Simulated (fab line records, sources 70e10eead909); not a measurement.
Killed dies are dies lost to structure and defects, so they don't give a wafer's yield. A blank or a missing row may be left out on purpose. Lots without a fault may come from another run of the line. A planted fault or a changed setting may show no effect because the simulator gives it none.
Problem report in the 8D (eight disciplines) form, filled by code | flow nand_harc | the parts of the form that need people (team, actions taken, sign-off) are left out

1. THE PROBLEM
cd_nm at NHARC_P_M0_CD_MEAS_09 reads a mean of 101.2 nm on 12 wafers of 4 lots; wafers without a fault read 89.6 nm with a standard deviation of 1. That is +12 standard deviations from the usual mean.
The step: target cd 90 nm.
First seen on wafer L777.1, day 10 22:56, on cd_sem-01. The record holds 48 wafers of 16 lots with a number at this step. Rule for "out", or "out of limits": more than 4 standard deviations from the usual mean. The other wafers with a number count as sound.

2. WHAT IT IS AND WHAT IT IS NOT
question                    | is                              | is not
which readings at this step | cd_nm                           | -
which lots                  | L777, L778, L781, L782          | L765, L766, L767, L769, L771, L772, L774, L776, L779, L780, L784, L787
which wafers of those lots  | all that have a number          | -
read on which gauges        | cd_sem-01, cd_sem-02, cd_sem-03 | -
when                        | from day 10 22:56               | up to then (24 sound wafers); but 12 sound wafers of L779, L780, L784, L787 came after

3. SUSPECTS, AND WHAT RULES EACH OUT
Counting: a tool at a process step up to the reading stays a suspect if it ran every lot that is out and no sound lot after the first of them.
- the gauge at NHARC_P_M0_CD_MEAS_09: ruled out. The wafers that are out were read on 3 gauges (cd_sem-01, cd_sem-02, cd_sem-03).
- arfi_scanner-03 at NHARC_P_M0_EXPOSE_06 (exposes mask P M0, target cd 90 nm): kept. It ran every lot that is out, first L777 (day 10 22:47), and no sound lot after that; its last sound lot up to then is L776 (day 10 13:21). Its own readings are out on those wafers: exposure_dose_mJ_cm2.
Left after counting: arfi_scanner-03 at NHARC_P_M0_EXPOSE_06.

4. THE CAUSE (what the simulator had put in)
Process parameter drift: arfi_scanner-03, from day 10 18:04 on, at NHARC_P_M0_EXPOSE_06. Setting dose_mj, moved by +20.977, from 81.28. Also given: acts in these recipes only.
Counting left only this tool.

5. THE CHAIN OF EFFECTS, in route order
Each row: a reading whose mean over the struck wafers that have a number lies more than 3 standard deviations from the usual. Only readings for which the record gives a usual standard deviation are gone through. hours: the time from each lot's start at the first step in this table that gives one to its start at this step, as a median over the lots. sigmas: the change in usual standard deviations.
hours | step                  | reading              | usual   | on struck wafers | change | sigmas
0     | NHARC_P_M0_EXPOSE_06  | exposure_dose_mJ_cm2 | 81.21   | 97.27            | +16.06 | +99 or more
0     | NHARC_P_M0_CD_MEAS_09 | cd_nm                | 89.6 nm | 101.2            | +11.6  | +12
The process steps in it:
- NHARC_P_M0_EXPOSE_06: exposes mask P M0, target cd 90 nm.

6. WHAT WOULD HAVE CAUGHT IT SOONER
In this record the first reading out of limits at a measuring or inspecting step was taken at day 10 22:56, 5 hours after the fault began at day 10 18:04.
The tool's own readings at NHARC_P_M0_EXPOSE_06 were out on every struck wafer that the step has a row for (exposure_dose_mJ_cm2): an alarm limit on them would have fired on the first of those.
Of the lots that are out (4), L778, L781, L782 began NHARC_P_M0_EXPOSE_06 on arfi_scanner-03 after day 10 22:56. A hold on the tool at that time would have spared those 3.
